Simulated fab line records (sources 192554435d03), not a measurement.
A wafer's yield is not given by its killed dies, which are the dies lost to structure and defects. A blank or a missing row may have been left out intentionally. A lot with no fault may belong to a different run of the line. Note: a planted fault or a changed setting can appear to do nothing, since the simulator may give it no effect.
Split-lot study || flow n5 finfet || 21 wafers read from 7 lots, route of 1938 steps

## SPLIT DETAILS
At N5_BEOL_M9_ETCH_66 (etches SOC in N2/H2, target depth 80 nm, overetch 16 nm, time 120 s), the setting time s was moved away from the recipe's 120 s on 6 of the 21 wafers read, by -19.1% to +18.4%. This setting was run at the recipe's value on the other wafers.

The reading is taken at the split's own step.

## THE READING
SiARC_of_BEOL_M9_COAT_64.thk nm (the simulator's own value, which no gauge read), in nm, at N5_BEOL_M9_ETCH_66 (etches SOC in N2/H2, target depth 80 nm, overetch 16 nm, time 120 s). The file gives no usual value for it. The 15 wafers here that ran the recipe average 6.4 nm, standard deviation 0.11 nm.

{"wafer": "L075.1", "tool, chamber at the split": "rie diel-02, 3", "time s as run, s": 120, "against the recipe": "recipe", "SiARC_of_BEOL_M9_COAT_64.thk nm, nm": 6.6, "against lot-mates on the recipe": "-"}
{"wafer": "L075.3", "tool, chamber at the split": "rie diel-02, 2,1", "time s as run, s": 120, "against the recipe": "recipe", "SiARC_of_BEOL_M9_COAT_64.thk nm, nm": 6.4, "against lot-mates on the recipe": "-"}
{"wafer": "L075.6", "tool, chamber at the split": "rie diel-02, 2,1", "time s as run, s": 120, "against the recipe": "recipe", "SiARC_of_BEOL_M9_COAT_64.thk nm, nm": 6.4, "against lot-mates on the recipe": "-"}
{"wafer": "L077.1", "tool, chamber at the split": "rie diel-01, 2,3", "time s as run, s": 120, "against the recipe": "recipe", "SiARC_of_BEOL_M9_COAT_64.thk nm, nm": 6.4, "against lot-mates on the recipe": "-"}
{"wafer": "L077.2", "tool, chamber at the split": "rie diel-01, 2,3", "time s as run, s": 120, "against the recipe": "recipe", "SiARC_of_BEOL_M9_COAT_64.thk nm, nm": 6.4, "against lot-mates on the recipe": "-"}
{"wafer": "L077.5", "tool, chamber at the split": "rie diel-01, 1", "time s as run, s": 120, "against the recipe": "recipe", "SiARC_of_BEOL_M9_COAT_64.thk nm, nm": 6.6, "against lot-mates on the recipe": "-"}
{"wafer": "L078.2", "tool, chamber at the split": "rie diel-01, 3,0", "time s as run, s": 102.9, "against the recipe": "-14.2%", "SiARC_of_BEOL_M9_COAT_64.thk nm, nm": 7.2, "against lot-mates on the recipe": "+1.0"}
{"wafer": "L078.3", "tool, chamber at the split": "rie diel-01, 3,0", "time s as run, s": 102.9, "against the recipe": "-14.2%", "SiARC_of_BEOL_M9_COAT_64.thk nm, nm": 7.2, "against lot-mates on the recipe": "+1.0"}
{"wafer": "L078.4", "tool, chamber at the split": "rie diel-01, 2", "time s as run, s": 120, "against the recipe": "recipe", "SiARC_of_BEOL_M9_COAT_64.thk nm, nm": 6.2, "against lot-mates on the recipe": "-"}
{"wafer": "L081.2", "tool, chamber at the split": "rie diel-06, 2", "time s as run, s": 120, "against the recipe": "recipe", "SiARC_of_BEOL_M9_COAT_64.thk nm, nm": 6.6, "against lot-mates on the recipe": "-"}
{"wafer": "L081.3", "tool, chamber at the split": "rie diel-06, 0", "time s as run, s": 142.1, "against the recipe": "+18.4%", "SiARC_of_BEOL_M9_COAT_64.thk nm, nm": 5.4, "against lot-mates on the recipe": -1.1}
{"wafer": "L081.5", "tool, chamber at the split": "rie diel-06, 1", "time s as run, s": 120, "against the recipe": "recipe", "SiARC_of_BEOL_M9_COAT_64.thk nm, nm": 6.4, "against lot-mates on the recipe": "-"}
{"wafer": "L090.4", "tool, chamber at the split": "rie diel-01, 1", "time s as run, s": 97.03, "against the recipe": "-19.1%", "SiARC_of_BEOL_M9_COAT_64.thk nm, nm": 7.6, "against lot-mates on the recipe": "+1.1"}
{"wafer": "L090.5", "tool, chamber at the split": "rie diel-01, 0", "time s as run, s": 120, "against the recipe": "recipe", "SiARC_of_BEOL_M9_COAT_64.thk nm, nm": 6.6, "against lot-mates on the recipe": "-"}
{"wafer": "L090.6", "tool, chamber at the split": "rie diel-01, 3", "time s as run, s": 120, "against the recipe": "recipe", "SiARC_of_BEOL_M9_COAT_64.thk nm, nm": 6.4, "against lot-mates on the recipe": "-"}
{"wafer": "L091.2", "tool, chamber at the split": "rie diel-01, 0,3,0", "time s as run, s": 120, "against the recipe": "recipe", "SiARC_of_BEOL_M9_COAT_64.thk nm, nm": 6.4, "against lot-mates on the recipe": "-"}
{"wafer": "L091.5", "tool, chamber at the split": "rie diel-01, 0,3,0", "time s as run, s": 120, "against the recipe": "recipe", "SiARC_of_BEOL_M9_COAT_64.thk nm, nm": 6.4, "against lot-mates on the recipe": "-"}
{"wafer": "L091.6", "tool, chamber at the split": "rie diel-01, 0,3,0", "time s as run, s": 120, "against the recipe": "recipe", "SiARC_of_BEOL_M9_COAT_64.thk nm, nm": 6.4, "against lot-mates on the recipe": "-"}
{"wafer": "L092.2", "tool, chamber at the split": "rie diel-02, 0", "time s as run, s": 120, "against the recipe": "recipe", "SiARC_of_BEOL_M9_COAT_64.thk nm, nm": 6.4, "against lot-mates on the recipe": "-"}
{"wafer": "L092.3", "tool, chamber at the split": "rie diel-02, 2", "time s as run, s": 105.3, "against the recipe": "-12.3%", "SiARC_of_BEOL_M9_COAT_64.thk nm, nm": 7, "against lot-mates on the recipe": "+0.6"}
{"wafer": "L092.6", "tool, chamber at the split": "rie diel-02, 2", "time s as run, s": 105.3, "against the recipe": "-12.3%", "SiARC_of_BEOL_M9_COAT_64.thk nm, nm": 7.2, "against lot-mates on the recipe": "+0.8"}
Where a row lists several chambers, the file gives one row for several wafers and doesn't say which wafer went through which chamber.

THE FIT
A straight line over all 21 wafers: SiARC_of_BEOL_M9_COAT_64.thk nm changes by -0.0562 nm for each +1% of time s; r = -0.98; the points scatter about the line by 0.1 nm.
The same after taking each lot's own level away (the mean of its wafers on the recipe; 21 wafers): -0.0614 nm for each +1%; r = -0.98; scatter 0.091 nm.
The reading moves by 1.2 nm for the largest change in time s, on that fit.
Measured against the standard deviation above, the lots' own levels, which go from 6.20 to 6.50 nm, span 2.8 times it.
The two slopes agree, so the slope changes little with the lot-to-lot level.
Check: for one of the wafers moved furthest among these (-19.1%), held out of the fit, the line's prediction against its lot-mates is +1.21 nm. It came out at +1.1 nm against them.

## THESE WAFERS: OTHER SPLITS
Note: prior to the reading, these wafers also went through further splits. Each is held against what the fit with the lots' levels taken away leaves over:
{"other split on the same wafers": "N5_BEOL_M8_DEP_56 time s", "wafers away from the commonest value": 8, "r with SiARC_of_BEOL_M9_COAT_64.thk nm (lot level and that fit taken away)": "+0.08"}
{"other split on the same wafers": "N5_BEOL_M9_EXPOSE_25 dose mj", "wafers away from the commonest value": 7, "r with SiARC_of_BEOL_M9_COAT_64.thk nm (lot level and that fit taken away)": "+0.17"}

## FILE'S OWN FIT
SiARC_of_BEOL_M9_COAT_64.thk nm changes by -0.0606 nm for each +1% of time s, r = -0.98.
